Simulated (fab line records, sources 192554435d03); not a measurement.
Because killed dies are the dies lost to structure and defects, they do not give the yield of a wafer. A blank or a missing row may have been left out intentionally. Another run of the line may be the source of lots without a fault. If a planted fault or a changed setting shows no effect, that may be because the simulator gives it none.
Matching of chambers ; flow n5-finfet ; N5_BEOL_M11_CMP_52 on cmp-03: 4 sister chambers
The step polishes, stops on SiCOH lowk, t overpolish 7 s, target thk 140 nm. 22 wafers are shown with their chamber, then 11 later ones without.

## WAFERS WITH THEIR CHAMBER
wafer;chamber;motor-current-A (A);barrier-field-endpoint-s (s);time-to-endpoint-s (s)
L076.1;2;6.2;29.3;68.4
L076.2;1;5.2;30.1;68.3
L076.6;1;5.1;30.1;70.2
L078.1;0;7.4;28.8;64.2
L078.3;3;5.8;27.1;63.1
L078.4;1;5.0;29.6;66.8
L081.1;2;6.4;29.0;67.5
L081.2;0;6.9;28.9;66.5
L081.5;0;7.3;29.2;65.2
L083.1;3;6.7;27.5;64.3
L083.2;2;6.3;28.8;70.4
L083.3;0;7.3;28.5;65.3
L087.2;0;7.3;28.3;60.7
L087.5;0;7.3;28.8;63.7
L087.6;1;5.0;30.1;63.9
L086.1;0;7.3;28.8;68.8
L086.3;1;4.9;29.8;71.7
L086.5;0;7.1;28.2;64.1
L086.2;3;6.4;28.5;66.7
L086.4;2;6.1;30.2;70.5
L086.6;1;5.1;29.5;68.4
L089.2;3;6.3;29.0;65.2

SIGNATURES, as means of the wafers listed above
reading;chamber 0;chamber 1;chamber 2;chamber 3;scatter within a chamber
motor-current-A;7.237;5.050;6.250;6.300;0.198
barrier-field-endpoint-s;28.688;29.867;29.325;28.025;0.505
time-to-endpoint-s;64.812;68.217;69.200;64.825;2.22
Rule: distance of a wafer from a chamber = root of the sum over the readings of ((wafer's reading minus chamber's mean) / reading's scatter) squared. If the next closest chamber is less than 2 further off than the closest, the wafer can't be placed; otherwise it belongs to the closest. The scatter: the root of (the sum of the squares of (reading less its chamber's mean) over the shown wafers, divided by (wafers less chambers)).

## WAFERS MISSING THEIR CHAMBER
wafer;motor-current-A (A);barrier-field-endpoint-s (s);time-to-endpoint-s (s)
L089.4;5.0;29.8;70.0
L089.5;5.1;29.7;69.9
L089.1;6.3;29.8;72.2
L089.3;7.1;29.7;68.6
L089.6;6.2;30.3;71.2
L091.1;5.1;30.5;70.4
L091.4;6.1;27.8;61.0
L091.6;6.0;28.7;65.9
L095.1;6.2;28.3;66.6
L095.4;7.5;29.3;68.1
L095.6;6.4;29.3;68.6

## THE CHAMBER EACH PASSED THROUGH
wafer;from the rows above;in truth
L089.4;1;1
L089.5;1;1
L089.1;2;2
L089.3;can't be placed: 0 or 2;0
L089.6;2;2
L091.1;1;1
L091.4;3;3
L091.6;can't be placed: 3 or 2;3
L095.1;can't be placed: 3 or 2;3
L095.4;0;0
L095.6;2;2
Correct placement for 8 of the 11. These rows do not allow placing 3 (true chamber among the candidates in 3). Placed wrongly: 0.
